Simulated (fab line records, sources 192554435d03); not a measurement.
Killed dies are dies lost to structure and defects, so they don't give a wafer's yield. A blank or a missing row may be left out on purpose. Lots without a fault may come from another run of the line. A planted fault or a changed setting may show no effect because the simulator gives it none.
A struck lot beside a sound one | flow n5_finfet | 22 steps out of a route of 1938
Sound: wafers L594.1, L594.2, L594.5. Struck: wafers L606.4, L606.5, L606.6. The cause comes at the end.
At each step with rows: each side's tool, then ch and its chambers, then its first start. Under that, the readings that differ: sound wafers | struck wafers | difference of the means | sigmas: that difference in standard deviations of wafers without a fault.
alike: readings whose means differ by less than 2 such deviations, and words and numbers that are the same on both sides. not compared: withheld readings, readings that some wafer has no value for, bounds like >300 that may hide the same value, and numbers for which the record gives no deviation and whose values overlap.
The two part at a step that has a row with sigmas, a row that says differs or no value, or rows on one side only. Numbers that don't overlap but have no deviation are shown without sigmas and don't part them. A reading that every wafer of one side lacks parts them only if that side has two wafers or more.

first, 1 step without rows for these wafers: N5_WELL_APT_HARDBAKE_12 (time 120 s).
N5_WELL_APT_CD_MEAS_08: target cd 200 nm.
  sound on cd_sem-03 ch 0, day 1 19:58; struck on cd_sem-02 ch 0, day 4 19:41
  alike: cd_nm
N5_WELL_APT_OVL_MEAS_09:
  sound on overlay-01 ch 0, day 1 20:00; struck on overlay-01 ch 0, day 4 19:43
  alike: NWELL_OVL
N5_WELL_APT_INSPECT_10: inspects for defects (macro).
  sound on defect_inspect-02, day 1 20:01; struck on defect_inspect-01, day 4 19:44
  alike: raw_defect_count
N5_WELL_APT_DESCUM_13: chemistry O2, time 7.9 s.
  sound on rie_diel-02 ch 1,3, day 1 20:03; struck on rie_diel-03 ch 0,1,2, day 4 19:46
  alike: drypump_motor_current_A, oes_product_au, rf_vpp_V, showerhead_plenum_p_Torr, throttle_valve_pct
  not compared: rf_hours_counter_h
then, 7 steps without rows for these wafers: N5_WELL_APT_IMPLANT_14; N5_WELL_APT_IMPLANT_15; N5_WELL_APT_STRIP_16 (strips in SPM, time 900 s); N5_WELL_APT_HMDS_18 (time 60 s); N5_WELL_APT_COAT_19 (resist thk 950 nm); N5_WELL_APT_EBR_21; N5_WELL_APT_SOFTBAKE_20 (time 60 s).
N5_WELL_APT_EXPOSE_22: exposes mask PWELL, defocus 0 nm, target cd 200 nm.
  sound on krf_scanner-02 ch 0, day 1 21:02; struck on krf_scanner-01 ch 0, day 4 22:21
  reading              | sound                | struck               | difference | sigmas
  exposure_dose_mJ_cm2 | 23.166 23.174 23.208 | 22.058 22.060 22.069 | -1.120     | -51
  alike: mask
then, 3 steps without rows for these wafers: N5_WELL_APT_PEB_23 (peb time 90 s); N5_WELL_APT_DEVELOP_24 (develop time 45 s); N5_WELL_APT_HARDBAKE_29 (time 120 s).
N5_WELL_APT_CD_MEAS_25: target cd 200 nm.
  sound on cd_sem-02 ch 0, day 1 21:13; struck on cd_sem-01 ch 0, day 4 22:31
  reading    | sound             | struck            | difference | sigmas
  cd_nm (nm) | 200.3 199.7 197.9 | 191.4 187.9 188.5 | -10.0      | -6
N5_WELL_APT_OVL_MEAS_26:
  sound on overlay-01 ch 0, day 1 21:14; struck on overlay-02 ch 0, day 4 22:32
  alike: PWELL_OVL
N5_WELL_APT_INSPECT_27: inspects for defects (macro).
  sound on defect_inspect-02, day 1 21:16; struck on defect_inspect-01, day 4 22:34
  alike: raw_defect_count
N5_WELL_APT_DESCUM_30: chemistry O2, time 7.9 s.
  sound on rie_diel-03 ch 0,3, day 1 21:18; struck on rie_diel-02 ch 0,2,3, day 4 22:37
  reading                   | sound             | struck            | difference | sigmas
  rf_vpp_V (V)              | 242.5 240.0 240.8 | 246.3 241.4 244.6 | +3.0       | +2
  model.WELL_APT.cd_nm (nm) | 200.4 199.8 197.7 | 191.4 188.6 188.6 | -9.8       |
  alike: drypump_motor_current_A, oes_product_au, showerhead_plenum_p_Torr, throttle_valve_pct
  not compared: rf_hours_counter_h
then, 1 step without rows for these wafers: N5_WELL_APT_IMPLANT_31.
N5_PASSIVATION_PROBE_49:
  the record has rows for the sound wafers here (prober-01, day 15 06:02) and none for the struck ones

WHERE THEY PART
First at N5_WELL_APT_EXPOSE_22; last, within this record, at N5_PASSIVATION_PROBE_49.

WHY: what the simulator had put in
Process parameter drift: krf_scanner-01, from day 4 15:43 on, at N5_WELL_APT_EXPOSE_22. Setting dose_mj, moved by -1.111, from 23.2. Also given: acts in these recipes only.
